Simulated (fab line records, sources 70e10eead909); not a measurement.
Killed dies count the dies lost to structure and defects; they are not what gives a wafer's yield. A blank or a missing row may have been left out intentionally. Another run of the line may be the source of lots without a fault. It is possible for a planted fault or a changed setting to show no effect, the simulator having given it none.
Chamber matching -- flow nand-harc -- 4 sister chambers for NHARC_A_M0_ETCH_15 on rie-diel-13
The step etches the open film in C4F8/Ar, target depth 150 nm, overetch 15 nm, time 82.5 s. 8 wafers are shown with their chamber, then 8 later ones without.

WAFERS WITH THEIR CHAMBER
wafer,chamber,rf-vpp-V (V),oes-product-au (a.u.)
L495.4,1,445,0.927
L498.2,3,436,0.910
L498.3,0,443,0.900
L498.6,1,444,0.917
L503.1,0,443,0.910
L503.2,2,443,0.924
L503.6,3,437,0.928
L504.1,2,444,0.973

WAFERS MISSING THEIR CHAMBER
wafer,rf-vpp-V (V),oes-product-au (a.u.)
L504.4,441,0.952
L504.5,436,0.942
L507.2,445,0.987
L507.3,437,0.856
L507.6,445,0.970
L512.1,445,0.865
L512.2,442,0.959
L512.6,444,0.959

WHICH CHAMBER EACH WENT THROUGH
wafer,from the rows above,in truth
L504.4,can't be placed: 2 or 0 or 1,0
L504.5,3,3
L507.2,can't be placed: 2 or 1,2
L507.3,3,3
L507.6,can't be placed: 1 or 2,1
L512.1,can't be placed: 1 or 0 or 2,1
L512.2,can't be placed: 2 or 0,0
L512.6,can't be placed: 2 or 1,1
Placed correctly: 2 of 8. Unplaceable from these rows: 6, with the true chamber sitting among the candidates in 6. 0 placed wrongly.
How it was worked out, from the rows above alone: a wafer's distance from a chamber is the root of the sum, over the readings, of the square of ((its reading less the chamber's mean) divided by the reading's scatter). If the next closest chamber is less than 2 further off than the closest, the wafer can't be placed; otherwise it belongs to the closest. Each chamber's mean is taken over the wafers shown for it. The scatter: take each reading less its chamber's mean, square it, sum over the shown wafers, divide by the number of wafers less the number of chambers, and take the root.
